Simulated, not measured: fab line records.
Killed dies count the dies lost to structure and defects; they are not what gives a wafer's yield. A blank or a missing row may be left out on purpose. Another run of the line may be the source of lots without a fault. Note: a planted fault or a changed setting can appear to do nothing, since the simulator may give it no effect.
Lot-split experiment / flow n5_finfet / 39 wafers read across 7 lots, on a route 1938 steps long

## ABOUT THE SPLIT
At N5_BEOL_M2_ILD_DEP_00 (deposits SiOC from DEMS/O2, target thk 79 nm, time 15.3 s), the setting target_thk_a was moved away from the recipe's 790 angstrom on 12 of the 39 wafers read, by -53.6% to +60.0%. All remaining wafers had this setting at the recipe value.

Split to reading: the file shows no intervening step.

## THE READING
M2_ILD_THK at N5_BEOL_M2_THK_MEAS_01, in nm. Fault-free wafers of this fab line usually give 79.1 nm, standard deviation 0.96 nm.

wafer=L078.1; tool, chamber at the split=pecvd-04, 0; target_thk_a as run, angstrom=790; against the recipe=recipe; M2_ILD_THK, nm=77.3; against lot-mates on the recipe=-
wafer=L078.3; tool, chamber at the split=pecvd-04, 2; target_thk_a as run, angstrom=790; against the recipe=recipe; M2_ILD_THK, nm=77.6; against lot-mates on the recipe=-
wafer=L078.5; tool, chamber at the split=pecvd-04, 1; target_thk_a as run, angstrom=790; against the recipe=recipe; M2_ILD_THK, nm=79.6; against lot-mates on the recipe=-
wafer=L081.1; tool, chamber at the split=pecvd-03, 2; target_thk_a as run, angstrom=1034; against the recipe=+30.9%; M2_ILD_THK, nm=103.3; against lot-mates on the recipe=+24.3
wafer=L081.2; tool, chamber at the split=pecvd-03, 0; target_thk_a as run, angstrom=790; against the recipe=recipe; M2_ILD_THK, nm=78.2; against lot-mates on the recipe=-
wafer=L081.3; tool, chamber at the split=pecvd-03, 1; target_thk_a as run, angstrom=1034; against the recipe=+30.9%; M2_ILD_THK, nm=102.5; against lot-mates on the recipe=+23.5
wafer=L081.4; tool, chamber at the split=pecvd-03, 2; target_thk_a as run, angstrom=1034; against the recipe=+30.9%; M2_ILD_THK, nm=105.9; against lot-mates on the recipe=+26.9
wafer=L081.5; tool, chamber at the split=pecvd-03, 0; target_thk_a as run, angstrom=790; against the recipe=recipe; M2_ILD_THK, nm=79.2; against lot-mates on the recipe=-
wafer=L081.6; tool, chamber at the split=pecvd-03, 1; target_thk_a as run, angstrom=790; against the recipe=recipe; M2_ILD_THK, nm=79.7; against lot-mates on the recipe=-
wafer=L082.1; tool, chamber at the split=pecvd-01, 2; target_thk_a as run, angstrom=1264; against the recipe=+60.0%; M2_ILD_THK, nm=124.7; against lot-mates on the recipe=+45.9
wafer=L082.2; tool, chamber at the split=pecvd-01, 0; target_thk_a as run, angstrom=1264; against the recipe=+60.0%; M2_ILD_THK, nm=126.2; against lot-mates on the recipe=+47.4
wafer=L082.3; tool, chamber at the split=pecvd-01, 1; target_thk_a as run, angstrom=790; against the recipe=recipe; M2_ILD_THK, nm=77.8; against lot-mates on the recipe=-
wafer=L082.4; tool, chamber at the split=pecvd-01, 1; target_thk_a as run, angstrom=790; against the recipe=recipe; M2_ILD_THK, nm=79.1; against lot-mates on the recipe=-
wafer=L082.5; tool, chamber at the split=pecvd-01, 0; target_thk_a as run, angstrom=1264; against the recipe=+60.0%; M2_ILD_THK, nm=127.2; against lot-mates on the recipe=+48.4
wafer=L082.6; tool, chamber at the split=pecvd-01, 2; target_thk_a as run, angstrom=790; against the recipe=recipe; M2_ILD_THK, nm=79.5; against lot-mates on the recipe=-
wafer=L083.1; tool, chamber at the split=pecvd-03, 2; target_thk_a as run, angstrom=790; against the recipe=recipe; M2_ILD_THK, nm=79.0; against lot-mates on the recipe=-
wafer=L083.2; tool, chamber at the split=pecvd-03, 1; target_thk_a as run, angstrom=942.4; against the recipe=+19.3%; M2_ILD_THK, nm=93.8; against lot-mates on the recipe=+14.8
wafer=L083.3; tool, chamber at the split=pecvd-03, 0; target_thk_a as run, angstrom=790; against the recipe=recipe; M2_ILD_THK, nm=78.6; against lot-mates on the recipe=-
wafer=L083.4; tool, chamber at the split=pecvd-03, 2; target_thk_a as run, angstrom=942.4; against the recipe=+19.3%; M2_ILD_THK, nm=96.2; against lot-mates on the recipe=+17.2
wafer=L083.5; tool, chamber at the split=pecvd-03, 1; target_thk_a as run, angstrom=942.4; against the recipe=+19.3%; M2_ILD_THK, nm=95.7; against lot-mates on the recipe=+16.7
wafer=L083.6; tool, chamber at the split=pecvd-03, 0; target_thk_a as run, angstrom=790; against the recipe=recipe; M2_ILD_THK, nm=79.4; against lot-mates on the recipe=-
wafer=L093.1; tool, chamber at the split=pecvd-03, 2; target_thk_a as run, angstrom=790; against the recipe=recipe; M2_ILD_THK, nm=78.7; against lot-mates on the recipe=-
wafer=L093.2; tool, chamber at the split=pecvd-03, 0; target_thk_a as run, angstrom=366.8; against the recipe=-53.6%; M2_ILD_THK, nm=35.6; against lot-mates on the recipe=-43.6
wafer=L093.3; tool, chamber at the split=pecvd-03, 1; target_thk_a as run, angstrom=790; against the recipe=recipe; M2_ILD_THK, nm=79.2; against lot-mates on the recipe=-
wafer=L093.4; tool, chamber at the split=pecvd-03, 1; target_thk_a as run, angstrom=366.8; against the recipe=-53.6%; M2_ILD_THK, nm=37.0; against lot-mates on the recipe=-42.2
wafer=L093.5; tool, chamber at the split=pecvd-03, 2; target_thk_a as run, angstrom=790; against the recipe=recipe; M2_ILD_THK, nm=79.6; against lot-mates on the recipe=-
wafer=L093.6; tool, chamber at the split=pecvd-03, 0; target_thk_a as run, angstrom=366.8; against the recipe=-53.6%; M2_ILD_THK, nm=36.7; against lot-mates on the recipe=-42.5
wafer=L091.1; tool, chamber at the split=pecvd-04, 0,2; target_thk_a as run, angstrom=790; against the recipe=recipe; M2_ILD_THK, nm=79.2; against lot-mates on the recipe=-
wafer=L091.2; tool, chamber at the split=pecvd-04, 0,2; target_thk_a as run, angstrom=790; against the recipe=recipe; M2_ILD_THK, nm=79.2; against lot-mates on the recipe=-
wafer=L091.3; tool, chamber at the split=pecvd-04, 1; target_thk_a as run, angstrom=790; against the recipe=recipe; M2_ILD_THK, nm=79.3; against lot-mates on the recipe=-
wafer=L091.4; tool, chamber at the split=pecvd-04, 2; target_thk_a as run, angstrom=790; against the recipe=recipe; M2_ILD_THK, nm=80.3; against lot-mates on the recipe=-
wafer=L091.5; tool, chamber at the split=pecvd-04, 0; target_thk_a as run, angstrom=790; against the recipe=recipe; M2_ILD_THK, nm=80.8; against lot-mates on the recipe=-
wafer=L091.6; tool, chamber at the split=pecvd-04, 1; target_thk_a as run, angstrom=790; against the recipe=recipe; M2_ILD_THK, nm=80.7; against lot-mates on the recipe=-
wafer=L092.1; tool, chamber at the split=pecvd-04, 1; target_thk_a as run, angstrom=790; against the recipe=recipe; M2_ILD_THK, nm=78.3; against lot-mates on the recipe=-
wafer=L092.2; tool, chamber at the split=pecvd-04, 2; target_thk_a as run, angstrom=790; against the recipe=recipe; M2_ILD_THK, nm=77.9; against lot-mates on the recipe=-
wafer=L092.3; tool, chamber at the split=pecvd-04, 0; target_thk_a as run, angstrom=790; against the recipe=recipe; M2_ILD_THK, nm=77.3; against lot-mates on the recipe=-
wafer=L092.4; tool, chamber at the split=pecvd-04, 2; target_thk_a as run, angstrom=790; against the recipe=recipe; M2_ILD_THK, nm=78.9; against lot-mates on the recipe=-
wafer=L092.5; tool, chamber at the split=pecvd-04, 0; target_thk_a as run, angstrom=790; against the recipe=recipe; M2_ILD_THK, nm=80.1; against lot-mates on the recipe=-
wafer=L092.6; tool, chamber at the split=pecvd-04, 1; target_thk_a as run, angstrom=790; against the recipe=recipe; M2_ILD_THK, nm=79.1; against lot-mates on the recipe=-
Where a row lists several chambers, the file gives one row for several wafers and doesn't say which wafer went through which chamber.

THE FIT
A straight line over all 39 wafers: M2_ILD_THK changes by +0.793 nm for each +1% of target_thk_a; r = +1.00; the points scatter about the line by 1 nm.
The same after taking each lot's own level away (the mean of its wafers on the recipe; 39 wafers): +0.796 nm for each +1%; r = +1.00; scatter 0.92 nm.
According to that fit, moving target_thk_a by its largest amount changes the reading by 48 nm.
Measured against the standard deviation above, the lots' own levels, which go from 78.17 to 79.92 nm, span 1.8 times it.
So the lot-to-lot level changes the slope little: the two slopes agree.
Check: with one of the wafers moved furthest among these (+60.0%) left out of the fit, the line predicts +48.1 nm for it against its lot-mates. Against them it came out at +45.9 nm.

## FURTHER SPLITS ON THESE WAFERS
Other splits were also applied to these wafers ahead of the reading. Each is held against what the fit with the lots' levels taken away leaves over:
other split on the same wafers=N5_ZERO_LAYER_DEVELOP_10 develop_time_s; wafers away from the commonest value=9; r with M2_ILD_THK (lot level and that fit taken away)=-0.09
other split on the same wafers=N5_STI_FIN_REVEAL_ETCHBACK_08 time_s; wafers away from the commonest value=12; r with M2_ILD_THK (lot level and that fit taken away)=-0.10
other split on the same wafers=N5_HKMG_FIN_CVD_62 time_s; wafers away from the commonest value=15; r with M2_ILD_THK (lot level and that fit taken away)=-0.01
other split on the same wafers=N5_BEOL_M0_SAQP_ILD_DEP_01 time_s; wafers away from the commonest value=12; r with M2_ILD_THK (lot level and that fit taken away)=+0.18

## THE WHOLE CHAIN: every reading that the file lists as answering this split, in the file's order
step=N5_BEOL_M2_ILD_DEP_00; what it does=deposits SiOC from DEMS/O2, target thk 79 nm, time 15.3 s; reading=SiOC_of_BEOL_M2_ILD_DEP_00.thk_nm (the simulator's own value, which no gauge read); change (the file's fit)=+0.797 nm for each +1% of the setting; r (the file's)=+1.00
step=N5_BEOL_M2_THK_MEAS_01; what it does=; reading=M2_ILD_THK; change (the file's fit)=+0.796 for each +1% of the setting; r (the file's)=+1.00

## FILE'S OWN FIT
M2_ILD_THK changes by +0.796 nm for each +1% of target_thk_a, r = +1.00.
